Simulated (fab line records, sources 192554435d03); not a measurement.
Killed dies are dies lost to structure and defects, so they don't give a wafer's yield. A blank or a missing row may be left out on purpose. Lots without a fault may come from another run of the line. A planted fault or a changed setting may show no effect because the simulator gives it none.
Chamber matching | flow n5_finfet | N5_SD_EPI_N_LINER_46 on ald_sin-02: 4 sister chambers
The step material SiNx, target thk 3 nm. 20 wafers are shown with their chamber, then 10 later ones without.

WAFERS WITH THEIR CHAMBER
wafer  | chamber | heater_power_w (W)
L075.2 | 1       | 854
L075.3 | 2       | 839
L075.4 | 3       | 721
L076.1 | 2       | 836
L076.3 | 1       | 874
L076.4 | 0       | 794
L079.2 | 1       | 850
L079.3 | 2       | 827
L079.5 | 0       | 787
L080.1 | 1       | 857
L080.5 | 2       | 839
L080.6 | 3       | 746
L081.2 | 3       | 722
L081.3 | 2       | 823
L081.5 | 3       | 736
L083.1 | 2       | 838
L083.2 | 0       | 799
L083.5 | 1       | 875
L086.1 | 2       | 827
L086.3 | 1       | 843

SIGNATURES (means of the wafers above)
reading        | chamber 0 | chamber 1 | chamber 2 | chamber 3 | scatter within a chamber
heater_power_w | 793.33    | 858.83    | 832.71    | 731.25    | 10.1
Rule: a wafer's distance from a chamber is the root of the sum, over the readings, of the square of ((its reading less the chamber's mean) divided by the reading's scatter). The wafer belongs to the nearest chamber; if the next one is less than 2 further off, it can't be placed. The scatter: the root of (the sum of the squares of (reading less its chamber's mean) over the shown wafers, divided by (wafers less chambers)).

WAFERS WITHOUT THEIR CHAMBER
wafer  | heater_power_w (W)
L086.4 | 729
L094.1 | 855
L094.2 | 844
L094.6 | 854
L096.1 | 786
L096.2 | 723
L096.6 | 769
L097.1 | 726
L097.3 | 797
L097.5 | 730

WHICH CHAMBER EACH WENT THROUGH
wafer  | from the rows above     | in truth
L086.4 | 3                       | 3
L094.1 | can't be placed: 1 or 2 | 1
L094.2 | can't be placed: 2 or 1 | 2
L094.6 | can't be placed: 1 or 2 | 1
L096.1 | 0                       | 0
L096.2 | 3                       | 3
L096.6 | can't be placed: 0 or 3 | 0
L097.1 | 3                       | 3
L097.3 | 0                       | 0
L097.5 | 3                       | 3
Placed correctly: 6 of 10. Can't be placed from these rows: 4 (the true chamber is among the candidates in 4). Placed wrongly: 0.
